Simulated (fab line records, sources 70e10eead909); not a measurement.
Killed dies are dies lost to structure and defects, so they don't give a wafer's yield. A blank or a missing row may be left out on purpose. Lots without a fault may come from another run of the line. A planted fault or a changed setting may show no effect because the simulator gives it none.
Which tool did it? | flow nand_harc | 6 lots, 18 wafers sampled, at 2 steps of a route of 1159

WHAT THE GAUGES READ, wafer by wafer
NHARC_P_ZERO_WELL_INSPECT_43.
lot  | measured    | on                | raw_defect_count
L616 | day 2 13:28 | defect_inspect-02 | 18 17 14
L618 | day 3 01:38 | defect_inspect-01 | 8 5 4
L620 | day 3 13:40 | defect_inspect-01 | 14 11 11
L626 | day 5 01:37 | defect_inspect-02 | 10 11 466
L630 | day 6 01:37 | defect_inspect-02 | 15 6 9
L632 | day 6 13:29 | defect_inspect-02 | 10 10 10

WHICH TOOL RAN EACH LOT (tool, then ch and the chambers of the sampled wafers, then the start)
lot  | NHARC_P_ZERO_WELL_PECVD_02
L616 | pecvd-03 ch 0,2, day 2 06:29
L618 | pecvd-01 ch 0,1,2, day 2 18:28
L620 | pecvd-02 ch 0,1,2, day 3 06:31
L626 | pecvd-03 ch 0,1, day 4 18:26
L630 | pecvd-02 ch 0,1, day 5 18:39
L632 | pecvd-01 ch 1,2, day 6 06:29
- NHARC_P_ZERO_WELL_PECVD_02: deposits SiO2, target thk 10 nm.

THE ANSWER, worked out from the rows above alone
Rule: what is usual is taken from the lots themselves. Put in order of their means at a reading, lots are off if they are a third of the lots or fewer, leave a main group of 4 or more, and stand apart from it by a gap of 3 or more times the standard deviation of the main group's means; of several such gaps the widest counts. A main group whose means are all the same, to the digits that the tables above print for the reading, isn't used. A lot without any number at a reading at which 4 lots or more have one is off too. The other lots that the step has rows for count as sound.
Off: L626, at NHARC_P_ZERO_WELL_INSPECT_43 (raw_defect_count). The main group: mean 11, standard deviation 3.5.
A tool fits if, at a process step before that reading, it ran every lot that is off, and no sound lot after the first of them. The gauges at NHARC_P_ZERO_WELL_INSPECT_43 are tried like those tools. One fits: pecvd-03 at NHARC_P_ZERO_WELL_PECVD_02. Its last sound lot is L616 (day 2 06:29), its first lot that is off L626 (day 4 18:26): a fault that began between those two fits.

WHAT THE SIMULATOR HAD PUT IN
Chamber particle source: pecvd-03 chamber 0, from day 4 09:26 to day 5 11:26, at NHARC_P_ZERO_WELL_PECVD_02. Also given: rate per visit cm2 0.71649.
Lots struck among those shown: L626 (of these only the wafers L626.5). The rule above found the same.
